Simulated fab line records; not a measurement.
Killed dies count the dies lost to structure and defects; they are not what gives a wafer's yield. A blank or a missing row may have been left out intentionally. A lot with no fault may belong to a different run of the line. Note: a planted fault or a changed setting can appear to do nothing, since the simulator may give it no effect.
A lot that was struck, set against a sound lot / flow n5 finfet / 16 steps out of a route of 1938
Sound: wafers L500.4, L500.5, L500.6. Wafers L506.1, L506.3, L506.4 were the ones struck. At the end, the cause is stated.
At each step with rows: each side's tool, then ch and its chambers, then its first start. Under that, the readings that differ: sound wafers / struck wafers / difference of the means / sigmas: that difference in standard deviations of wafers without a fault.
alike: words and numbers the same on both sides, and readings whose means are apart by under 2 such deviations; not compared: readings that were withheld, readings missing a value for some wafer, numbers with overlapping values and no deviation given by the record, and bounds like >300 which may hide the same value.
The two part at a step that has a row with sigmas, a row that says differs or no value, or rows on one side only. When numbers do not overlap yet have no deviation, they are printed without sigmas and do not part them. A reading missing from all wafers of one side parts the sides only when that side holds two or more wafers.

N5_SD_EPI_P_ETCH_47: etches SiOCN in CH3F/O2, target depth 25 nm.
  sound on rie diel-04 ch 1,2,3, day 6 01:22; struck on rie diel-03 ch 0,1,3, day 7 06:22
  alike: CH3F_flow_sccm, drypump motor current A, oes_f_703_au, oes product au, rf vpp V, showerhead plenum p Torr, throttle valve pct
  not compared: rf hours counter h
N5_SD_EPI_P_ETCH_16: etches SiO2 in CHF3/O2, target depth 5 nm.
  sound on rie diel-04 ch 1,2,3, day 6 01:28; struck on rie diel-03 ch 0,1,3, day 7 06:28
  alike: drypump motor current A, oes_f_703_au, oes product au, rf vpp V, showerhead plenum p Torr, throttle valve pct
  not compared: rf hours counter h
then, 1 step without rows for these wafers: N5_SD_EPI_P_STRIP_50 (strips in CHF3/O2).
N5_SD_EPI_P_SD_RECESS_17: chemistry HBr/Cl2/O2, target depth 39.1 nm, bt time 3 s.
  sound on rie si-02 ch 0,1,2, day 6 01:33; struck on rie si-06 ch 1,2,3, day 7 06:32
  alike: drypump motor current A, oes product au, throttle valve pct
  not compared: rf hours counter h
then, 1 step without rows for these wafers: N5_SD_EPI_P_WET_ETCH_45 (etches SiO2 in dHF, time 10.7 s, target depth 2 nm, rinse time 30 s).
N5_SD_EPI_P_STRIP_40: strips in N2/H2.
  sound on plasma asher-02 ch 0,1, day 6 01:43; struck on plasma asher-02 ch 0,1, day 7 06:41
  alike: drypump motor current A, h2 flow sccm, heater power w, oes product au
  not compared: rf hours counter h
then, 5 steps without rows for these wafers: N5_SD_EPI_P_PRECLEAN_52 (cleans in O3/DIW, time 60 s); N5_SD_EPI_P_SRD_20 (time 30 s); N5_SD_EPI_P_PRECLEAN_51 (cleans in NF3:NH3, afs cycles 1, time 20 s, sublimation time 60 s); N5_SD_EPI_P_VAPOR_ETCH_44 (etches SiGe30 in NF3/Ar, time 3.3 s); N5_SD_EPI_P_EPI_21 (deposits SiGe:B, time 355 s).
N5_SD_EPI_P_EPI_MEAS_23:
  sound on film metro-02 at day 6 04:25; struck on film metro-02 at day 7 09:25
  alike: thk nm
N5_SD_EPI_P_HM_STRIP_48: strips SiNx in H3PO4, material SiNx, target depth 3 nm.
  sound on wet bench-02 ch 1,2,5, day 6 04:26; struck on wet bench-02 ch 1,3,6, day 7 09:28
  no value came back on the struck wafers for bath guard temp C (C), bath heat duty pct (%); on the sound wafers bath guard temp C (C) reads 160.5 159.9 159.4
reading=model.SiNx_of_SD_EPI_N_LINER_46.thk nm (nm); sound=0 0 0; struck=2.6 2.6 2.6; difference=+2.6; sigmas=
reading=model.SiNx_of_SPACER0_ALD_08.thk nm (nm); sound=0 0 0; struck=1 1 1.2; difference=+1; sigmas=
then, 1 step without rows for these wafers: N5_SD_EPI_P_SRD_49 (time 30 s).
-- record jumps: 5 days separate the struck wafers' starts on either side; left off in module SD_EPI_P, taken up again in module BEOL_M4, whose first shown step is the route's number 1111 --
N5_BEOL_M4_RC_MEAS_101:
  sound on prober-02 ch 0, day 10 00:35; struck on prober-01 ch 0, day 11 22:49
  alike: DIBL_N, DIBL_P, IOFF_N, IOFF_P, ION_N, ION_P, SS_N, SS_P, VT_N, VT_P
N5_PASSIVATION_PROBE_49:
  the record has rows for the sound wafers here (prober-01, day 14 06:04) and none for the struck ones

## WHERE THEY PART
At N5_SD_EPI_P_HM_STRIP_48 first; at N5_PASSIVATION_PROBE_49 last (within this record only).

WHY: what had been put in by the simulator
At N5_SD_EPI_P_HM_STRIP_48, the step was skipped entirely on wet bench-02 from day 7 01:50 on. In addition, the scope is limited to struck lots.
